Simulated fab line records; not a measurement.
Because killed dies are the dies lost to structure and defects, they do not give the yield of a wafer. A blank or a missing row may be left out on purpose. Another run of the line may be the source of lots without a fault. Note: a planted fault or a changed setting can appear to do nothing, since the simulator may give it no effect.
8D (eight disciplines) problem report, filled in by code / flow n5_finfet / the parts of the form that need people (team, actions taken, sign-off) are left out

== 1. PROBLEM STATEMENT ==
Mean of run_length_s at N5_SDB_COAT_04: 56.74 s across 3 wafers in 3 lots; on wafers with no fault it is 66.22 s (standard deviation 0.2). That is -47 standard deviations from the usual mean.
The step: time 60 s, resist thk 18 nm.
Earliest sighting: wafer L191.1 on litho_track-02 at day 7 11:58. The record holds 29 wafers of 11 lots with a number at this step. Rule for "out", or "out of limits": more than 4 standard deviations from the usual mean. The rest of the wafers with a number are treated as sound.

== 2. WHAT THIS IS AND IS NOT ==
question=which readings at this step | is=run_length_s, heater_power_total_W | is not=-
question=which lots | is=L191, L194, L195 | is not=L177, L180, L181, L182, L183, L186, L187, L199
question=which wafers of those lots | is=L191.1, L194.1, L195.4 | is not=L191.3, L194.3, L195.2, L195.5
question=read on which tools | is=litho_track-02 | is not=litho_track-03, litho_track-04
question=when | is=from day 7 11:58 | is not=up to then (20 sound wafers); but 6 sound wafers of L194, L195, L199 came after

== 3. SUSPECTS, AND WHAT RULES EACH OUT ==
Counting: any tool at a process step up to the reading remains a suspect provided it ran every lot that is out. Sound lots after the first of them don't rule it out here, since some wafers of a struck lot are sound.
- litho_track-02 at N5_SDB_COAT_04 (time 60 s, resist thk 18 nm): kept. Every lot that is out went through it, the first being L191 (day 7 11:58); the last sound lot it ran before that was L187 (day 6 12:11). On those wafers its own readings are out: heater_power_total_W, run_length_s.
After counting, what remains is litho_track-02 at N5_SDB_COAT_04.

== 4. THE CAUSE (what the simulator had put in) ==
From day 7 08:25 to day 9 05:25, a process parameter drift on litho_track-02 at N5_SDB_COAT_04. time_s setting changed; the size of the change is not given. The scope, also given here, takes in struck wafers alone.
After counting, this tool was the only one left.

== 5. THE EFFECT CHAIN, in route order ==
Rows list readings where the struck wafers' mean (over those with a number) sits beyond 3 standard deviations from the usual. Only readings whose record carries a usual standard deviation are examined. hours: median over the lots of the time between each lot's start at the first step of this table that gives one and its start at this step. sigmas: the change, counted in usual standard deviations.
hours=0; step=N5_SDB_COAT_04; reading=heater_power_total_W; usual=427.7 W; on struck wafers=477.0; change=+49.3; sigmas=+22
hours=0; step=N5_SDB_COAT_04; reading=run_length_s; usual=66.22 s; on struck wafers=56.74; change=-9.48; sigmas=-47
Its process steps:
- N5_SDB_COAT_04: time 60 s, resist thk 18 nm.
Later steps that measure or inspect, where all struck wafers having a row at the step show a number for every such reading and not one has moved that far: N5_SDB_INSPECT_13, N5_BEOL_M4_RC_MEAS_101.

== 6. WHAT WOULD HAVE CAUGHT IT SOONER ==
In this record the first reading out of limits was taken at day 7 11:58, 4 hours after the fault began at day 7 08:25.
